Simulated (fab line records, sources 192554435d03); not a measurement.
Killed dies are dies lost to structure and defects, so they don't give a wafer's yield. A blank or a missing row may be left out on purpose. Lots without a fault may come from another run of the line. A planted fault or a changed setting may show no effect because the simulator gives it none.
fab line records | flow n5_finfet
record lots=13 wafers=31 last_day=19
route steps=1938 shown BEOL_M4@1092 BEOL_M5@1112 PASSIVATION@1936
lots that met no fault: from a run of the same line without faults
start_h: hours from the record's first day to the start of the lot's first wafer shown | wait_h: hours since the lot's step before | " the same as in the row above | L1.1+2: a row that stands for several wafers | - no value, or no start given | * or withheld: withheld | < > ~ a bound
route shown NAME@n: a module of which the file shows steps, and the number in the route of the first | usual: mean/standard deviation of fault-free wafers | same: alike in all rows | chamber/n: place in a boat | sites: the reading at each site | _std_site: their standard deviation | _edge_site: outer sites' mean less inner sites' | radius_mm: how far each site lies from the wafer's centre | mask NAME#n: copy n | behind: the tool/chamber that last shaped the wafer | hold: why the lot was held/for how many hours/how that ended | device: the transistor (n, p or np) that didn't switch | end of line: the same wafers' tests at the end of the route | a step without rows: its recipe alone | killed: dies lost to structure and defects at the first sort, not the wafer's yield | map: a wafer's dies, x killed, . not, _ none there
set.NAME: the setting as run; set.NAME@STEP: as run at that earlier step | model.NAME: the simulator's own value behind a step, which no gauge read
steps of the route over a sample of lots; a table a step, a row a wafer
services: from which hour (start_h, from the record's first day; less than 0 if before it) a tool's chamber was out of use, for how many hours, and why
## steps
# step N5_BEOL_M4_SPUTTER_88
# recipe material=Cu target_thk_a=45 temp_c=-20 chamber_pressure_pa=0.07 power_w=withheld time_s=8.29
# usual chamber_pressure_pa=0.07001/0.00014 throttle_valve_pct=29.7/1.3
# columns lot.wafer tool chamber start_h wait_h chamber_pressure_pa throttle_valve_pct
L864.2 pvd_sputter-03 - 173.40 0.1 0.07008 29.0
L864.3 " - " " 0.06999 27.9
L864.5 " - " " 0.07022 29.7
L865.3 pvd_sputter-03 - 183.92 0.1 0.06994 29.1
L865.4 " - " " 0.06997 28.7
L867.1 pvd_sputter-02 - 226.14 0.1 0.07006 31.6
L867.5 " - " " 0.07018 28.7
L868.3 pvd_sputter-03 - 231.12 0.1 0.06998 29.4
L868.6 " - " " 0.06979 28.9
L873.1 pvd_sputter-02 - 240.74 0.1 0.06978 31.5
L873.2 " - " " 0.07004 31.4
L873.5 " - " " 0.07012 28.9
L871.1 pvd_sputter-02 - 245.50 0.1 0.06991 28.9
L871.2 " - " " 0.07021 31.2
L871.4 " - " " 0.06992 30.1
L870.1 pvd_sputter-03 - 246.94 0.1 0.07005 27.9
L870.3 " - " " 0.06967 29.1
L870.4 " - " " 0.06988 29.4
L869.1 pvd_sputter-03 - 254.40 0.1 0.07031 27.7
L869.2 " - " " 0.0701 29.8
L872.2 pvd_sputter-01 - 257.19 0.1 0.06985 33.0
L872.5 " - " " 0.07001 32.6
L874.2 pvd_sputter-02 - 270.00 0.1 0.07006 31.3
L874.6 " - " " 0.07018 31.1
L876.2 pvd_sputter-03 - 274.13 0.1 0.07012 28.1
L876.4 " - " " 0.07019 28.6
L880.1 pvd_sputter-03 - 319.86 0.1 0.07 28.9
L880.2 " - " " 0.0701 28.7
L880.4 " - " " 0.07002 29.5
L887.1 pvd_sputter-01 - 346.71 0.1 0.06967 31.0
L887.4 " - " " 0.07014 31.2
# step N5_BEOL_M4_SPUTTER_96
# recipe material=Cu target_thk_a=45 temp_c=-20 chamber_pressure_pa=0.07 power_w=withheld time_s=8.29
# usual chamber_pressure_pa=0.07/0.00013 throttle_valve_pct=29.7/1.3
# columns lot.wafer tool chamber start_h wait_h chamber_pressure_pa throttle_valve_pct
L864.2 pvd_sputter-03 - 174.28 0.1 0.07008 29.1
L864.3 " - " " 0.06992 27.9
L864.5 " - " " 0.07017 29.8
L865.3 pvd_sputter-03 - 184.80 0.1 0.0697 29.2
L865.4 " - " " 0.06979 29.2
L867.1 pvd_sputter-02 - 227.02 0.1 0.07001 31.5
L867.5 " - " " 0.07015 28.8
L868.3 pvd_sputter-03 - 232.00 0.1 0.07006 29.7
L868.6 " - " " 0.06995 28.9
L873.1 pvd_sputter-02 - 241.62 0.1 0.07 31.0
L873.2 " - " " 0.07021 31.3
L873.5 " - " " 0.06997 28.8
L871.1 pvd_sputter-02 - 246.38 0.1 0.07005 28.8
L871.2 " - " " 0.06996 31.2
L871.4 " - " " 0.06983 30.1
L870.1 pvd_sputter-03 - 247.82 0.1 0.06995 28.0
L870.3 " - " " 0.06974 28.7
L870.4 " - " " 0.06998 29.7
L869.1 pvd_sputter-03 - 255.28 0.1 0.07014 28.1
L869.2 " - " " 0.07003 29.7
L872.2 pvd_sputter-01 - 258.07 0.1 0.06994 32.9
L872.5 " - " " 0.06998 32.9
L874.2 pvd_sputter-02 - 270.88 0.1 0.06999 31.2
L874.6 " - " " 0.06984 31.3
L876.2 pvd_sputter-03 - 275.01 0.1 0.06993 27.9
L876.4 " - " " 0.06997 28.8
L880.1 pvd_sputter-03 - 320.74 0.1 0.07012 29.0
L880.2 " - " " 0.06994 28.8
L880.4 " - " " 0.07015 29.6
L887.1 pvd_sputter-01 - 347.59 0.1 0.07015 30.7
L887.4 " - " " 0.0699 30.9
# step N5_BEOL_M5_ILD_DEP_00
# recipe material=SiCOH_lowk target_thk_a=1406.4 temp_c=300 precursor=DEMS/porogen pressure_torr=5 rf_w=500 time_s=25.9
# usual heater_power_w=324/49 rf_fwd_power_W=495.2/1.9 showerhead_plenum_p_Torr=5.741/0.017 susceptor_temp_C=299.98/0.2 throttle_valve_pct=14.0/0.79
# columns lot.wafer tool chamber start_h wait_h heater_power_w rf_fwd_power_W showerhead_plenum_p_Torr susceptor_temp_C throttle_valve_pct
L864.2 pecvd-04 1 176.69 0.7 307 496.5 5.751 299.97 15.2
L864.3 " 2 " " 368 493.4 5.719 299.85 12.6
L864.5 " 0 " " 347 499.1 5.719 299.83 13.7
L865.3 pecvd-03 0 187.07 0.5 264 494.1 5.768 300.05 14.0
L865.4 " 1 " " 274 497.2 5.741 299.97 13.8
L867.1 pecvd-02 0 229.08 0.8 345 498.1 5.765 300.22 13.5
L867.5 " 0 " " 356 494.5 5.740 300.26 13.7
L868.3 pecvd-04 2 234.14 0.5 347 493.4 5.742 299.93 12.7
L868.6 " 0 " " 377 496.2 5.711 299.85 13.8
L873.1 pecvd-04 0 243.69 0.8 341 498.5 5.713 300.00 13.5
L873.2 " 1 " " 304 492.7 5.751 299.78 15.1
L873.5 " 2 " " 357 496.3 5.722 299.83 12.8
L871.1 pecvd-02 1 248.46 0.8 245 497.5 5.732 299.74 14.8
L871.2 " 2 " " 318 494.8 5.750 300.32 13.3
L871.4 " 2 " " 334 497.0 5.747 300.19 13.4
L870.1 pecvd-02 0 249.94 0.8 378 495.7 5.758 299.80 14.0
L870.3 " 1 " " 241 495.1 5.743 300.10 14.9
L870.4 " 2 " " 289 499.0 5.746 300.09 13.3
L869.1 pecvd-04 0 257.76 0.8 406 495.7 5.725 299.92 13.7
L869.2 " 1 " " 297 494.0 5.750 300.00 15.1
L872.2 pecvd-03 1 260.14 0.7 238 496.6 5.757 299.70 14.1
L872.5 " 2 " " 337 495.5 5.726 299.95 13.7
L874.2 pecvd-04 0 272.95 0.7 395 497.1 5.725 299.89 13.5
L874.6 " 1 " " 298 494.2 5.764 300.23 15.0
L876.2 pecvd-02 0 277.12 0.7 301 496.6 5.772 299.70 13.9
L876.4 " 0 " " 302 496.6 5.760 299.72 13.9
L880.1 pecvd-02 1 322.80 0.8 282 496.0 5.745 303.69 14.9
L880.2 " 2 " " 329 498.3 5.754 299.66 13.1
L880.4 " 0 " " 336 495.2 5.735 299.76 13.8
L887.1 pecvd-04 1 350.42 0.8 290 493.4 5.757 299.95 15.3
L887.4 " 1 " " 288 493.2 5.752 300.09 15.3
# step N5_BEOL_M5_THK_MEAS_01
# recipe reads=SiCOH_lowk_of_BEOL_M5_ILD_DEP_00
# usual M5_ILD_THK=121.3/1.9
# columns lot.wafer tool chamber start_h wait_h M5_ILD_THK[nm]
L864.2 film_metro-01 - 177.27 0.4 122.0
L864.3 " - " " 122.4
L864.5 " - " " 124.2
L865.3 film_metro-02 - 187.65 0.3 119.9
L865.4 " - " " 120.6
L867.1 film_metro-02 - 230.03 0.4 116.4
L867.5 " - " " 120.2
L868.3 film_metro-01 - 234.71 0.3 121.9
L868.6 " - " " 124.9
L873.1 film_metro-01 - 244.26 0.4 120.8
L873.2 " - " " 121.0
L873.5 " - " " 123.3
L871.1 film_metro-02 - 249.03 0.4 119.0
L871.2 " - " " 120.2
L871.4 " - " " 121.8
L870.1 film_metro-01 - 250.99 0.8 117.5
L870.3 " - " " 117.3
L870.4 " - " " 119.9
L869.1 film_metro-02 - 258.33 0.4 121.3
L869.2 " - " " 119.1
L872.2 film_metro-02 - 260.71 0.4 119.1
L872.5 " - " " 121.7
L874.2 film_metro-01 - 273.54 0.4 120.8
L874.6 " - " " 122.5
L876.2 film_metro-01 - 277.69 0.4 118.2
L876.4 " - " " 119.5
L880.1 film_metro-02 - 323.38 0.4 118.5
L880.2 " - " " 119.5
L880.4 " - " " 123.8
L887.1 film_metro-01 - 351.00 0.4 119.6
L887.4 " - " " 120.5
# step N5_PASSIVATION_PROBE_49
# usual defect_limited_yield=91.2/1.4 killed_at_M0_to_M3=34/9.3 killed_at_M4_up=14/5.9 killed_at_contacts=14/5.7 killed_at_front_end=38/10 killed_at_other=4/3.2 killed_dies=104/17 killed_open=67/13 killed_short=33/6.9 sort_bin_5_function=5.2/1 sort_bin_6_memory=3.3/0.61 sort_bin_8_speed=0.3/1.8 sort_n_pass=1069/52
# same gross_dies=1180 killed_at_back_side=0 sort_bin_4_leakage[%]=0
# columns lot.wafer tool chamber start_h wait_h defect_limited_yield[%] killed_at_M0_to_M3 killed_at_M4_up killed_at_contacts killed_at_front_end killed_at_other killed_dies killed_open killed_short sort_bin_5_function[%] sort_bin_6_memory[%] sort_bin_8_speed[%] sort_n_pass
L871.1 prober-01 - 354.91 0.0 92.5 25 22 12 30 0 89 58 29 4.0 3.3 0 1091
L871.2 prober-01 - 354.96 0.1 91.4 35 16 13 37 1 102 66 33 4.4 3.7 0 1078
L871.4 prober-01 - 355.06 0.2 93.1 20 19 23 18 1 81 52 28 4.1 2.5 0 1099
L869.1 prober-01 - 363.21 0.0 90.3 44 12 17 39 3 115 81 33 5.2 4.2 0 1065
L869.2 prober-01 - 363.26 0.1 90.0 31 11 26 50 0 118 73 39 5.7 3.9 0 1062
L872.2 prober-01 - 372.00 0.1 91.4 35 8 5 50 4 102 65 34 4.7 3.7 0 1078
L872.5 prober-01 - 372.15 0.2 90.9 36 11 7 51 2 107 62 40 4.7 4.0 0 1073
L874.2 prober-01 - 376.28 0.1 90.7 28 21 20 40 1 110 73 27 5.9 3.1 0 1070
L874.6 prober-01 - 376.48 0.3 90.5 43 16 16 34 3 112 75 34 5.4 3.7 0 1068
# killed by level:class
L871.1 MOL_CONTACT_COAG:geometric_particle:open=10 BEOL_M4:geometric_particle:open=9 FIN_SAQP:geometric_particle:open=8 BEOL_M0_SAQP:geometric_particle:open=7 DUMMY_GATE:geometric_particle:open=5 BEOL_M0_SAQP:geometric_particle:short=5 STARTING-WAFER:geometric_particle:short=5 FIN_CUT:geometric_particle:open=3
L871.2 MOL_CONTACT_COAG:geometric_particle:open=11 BEOL_M2:geometric_particle:open=10 BEOL_M1:geometric_particle:open=9 FIN_SAQP:geometric_particle:open=7 FIN_SAQP:geometric_particle:short=6 BEOL_M4:geometric_particle:open=5 STI_FIN_REVEAL:geometric_particle:open=4 BEOL_M0_SAQP:geometric_particle:short=4
L871.4 MOL_CONTACT_COAG:geometric_particle:open=22 BEOL_M0_SAQP:geometric_particle:short=10 BEOL_M4:geometric_particle:open=7 BEOL_M4:geometric_particle:short=4 FIN_SAQP:geometric_particle:open=3 DUMMY_GATE:geometric_particle:open=3 STARTING-WAFER:geometric_particle:open=3 BEOL_M8:geometric_particle:open=3
L869.1 MOL_CONTACT_COAG:geometric_particle:open=14 BEOL_M2:geometric_particle:open=11 BEOL_M3:geometric_particle:open=10 FIN_SAQP:geometric_particle:short=7 STI_FIN_REVEAL:geometric_particle:open=7 BEOL_M0_SAQP:geometric_particle:open=7 FIN_SAQP:geometric_particle:open=5 GATE_CUT:geometric_particle:short=5
L869.2 MOL_CONTACT_COAG:geometric_particle:open=23 FIN_SAQP:geometric_particle:open=15 FIN_SAQP:geometric_particle:short=13 BEOL_M2:geometric_particle:open=7 STI_FIN_REVEAL:geometric_particle:open=5 BEOL_M0_SAQP:geometric_particle:short=5 BEOL_M0_SAQP:geometric_particle:open=4 BEOL_M3:geometric_particle:short=4
L872.2 FIN_SAQP:geometric_particle:open=18 BEOL_M2:geometric_particle:open=11 FIN_SAQP:geometric_particle:short=7 DUMMY_GATE:geometric_particle:open=7 BEOL_M0_SAQP:geometric_particle:open=5 BEOL_M1:geometric_particle:open=5 BEOL_M0_SAQP:geometric_particle:short=4 GATE_CUT:geometric_particle:short=4
L872.5 BEOL_M0_SAQP:geometric_particle:open=12 FIN_SAQP:geometric_particle:short=10 FIN_SAQP:geometric_particle:open=9 DUMMY_GATE:geometric_particle:open=8 BEOL_M3:geometric_particle:open=6 STI_FIN_REVEAL:geometric_particle:open=5 GATE_CUT:geometric_particle:short=5 MOL_CONTACT_COAG:geometric_particle:open=5
L874.2 MOL_CONTACT_COAG:geometric_particle:open=17 BEOL_M2:geometric_particle:open=9 BEOL_M4:geometric_particle:open=8 SD_EPI_N:area_etch=7 STI_FIN_REVEAL:geometric_particle:open=6 BEOL_M3:geometric_particle:open=6 FIN_SAQP:geometric_particle:short=5 BEOL_M8:geometric_particle:open=5
L874.6 BEOL_M2:geometric_particle:open=13 MOL_CONTACT_COAG:geometric_particle:open=12 FIN_SAQP:geometric_particle:open=8 BEOL_M0_SAQP:geometric_particle:open=8 BEOL_M3:geometric_particle:open=8 BEOL_M4:geometric_particle:open=7 ILD0:geometric_particle:short=7 BEOL_M0_SAQP:geometric_particle:short=7
## services
# columns tool chamber start_h hours kind
pecvd-04 1 151.27 2.1 scheduled_down
pvd_sputter-01 - 155.00 1.1 repair
pvd_sputter-01 - 161.50 48.4 repair
pecvd-03 0 173.27 5.5 scheduled_down
pecvd-02 1 190.96 5.5 scheduled_down
pecvd-02 2 196.28 4.4 repair
pecvd-02 2 202.38 - clean
pecvd-02 2 202.38 - consumable_replace:showerhead
pecvd-02 2 202.38 29.0 scheduled_down
pecvd-02 2 202.38 29.0 vent_cycle
pecvd-02 - 243.26 0.3 repair
pecvd-03 - 246.62 0.8 repair
pecvd-04 2 262.03 15.0 repair
pecvd-04 - 269.34 2.8 pm
pecvd-04 2 281.82 5.5 scheduled_down
pecvd-02 0 305.05 5.5 scheduled_down
pecvd-03 1 314.33 5.5 scheduled_down
## key
first_sign step=N5_BEOL_M5_ILD_DEP_00 reading=susceptor_temp_C direction=up sigmas=19 usual=* struck=*
effect none on later readings
met_at N5_BEOL_M5_ILD_DEP_00
struck_lots L880
struck_wafers L880.1
not_acting_at N5_BEOL_M4_SPUTTER_88,N5_BEOL_M4_SPUTTER_96,N5_BEOL_M5_THK_MEAS_01
onset_between 249.94 322.80
fault kind=process_parameter_drift tool=pecvd-02 chamber=1 onset_h=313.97 steps=N5_BEOL_M5_ILD_DEP_00 channel=temp_c offset=* shape=step end_h=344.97 acts_in=* stated=*
